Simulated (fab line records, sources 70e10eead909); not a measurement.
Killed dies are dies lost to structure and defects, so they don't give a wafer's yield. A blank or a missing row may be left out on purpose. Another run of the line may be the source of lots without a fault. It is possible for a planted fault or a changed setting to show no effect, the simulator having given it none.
Chamber matching    flow nand-harc    4 sister chambers for NHARC_A_CHANNEL_FILL_D1_ALD_25 on ald-hk-01
The step deposits SiOx, target thk 60 nm, pulse time 10 s, ald cycles 600. 4 wafers are shown with their chamber, then 7 later ones without.

## WAFERS WITH THEIR CHAMBER
wafer   chamber  heater-power-w (W)
L087.1  3        378
L087.2  2        375
L092.1  0        439
L092.2  1        468

## WAFERS WITHOUT THEIR CHAMBER
wafer   heater-power-w (W)
L092.4  395
L094.3  472
L094.1  429
L094.5  377
L097.1  430
L097.2  382
L097.3  471

## EACH ONE'S CHAMBER
wafer   from the rows above      in truth
L092.4  can't be placed: 3 or 2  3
L094.3  1                        1
L094.1  0                        0
L094.5  can't be placed: 3 or 2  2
L097.1  0                        0
L097.2  can't be placed: 3 or 2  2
L097.3  1                        1
Correct placement for 4 of the 7. Not placeable from these rows: 3 (in 3, the candidates include the true chamber). Wrongly placed: 0.
How it was worked out, from the rows above alone: a wafer's distance from a chamber is the root of the sum, over the readings, of the square of ((its reading less the chamber's mean) divided by the reading's scatter). The wafer belongs to the nearest chamber; if the next one is less than 2 further off, it can't be placed. For every chamber, the mean is computed from those of its wafers that are shown. The scatter (one wafer shown for each chamber): square how far every hidden wafer sits from the nearest shown wafer, average those squares and take the square root.
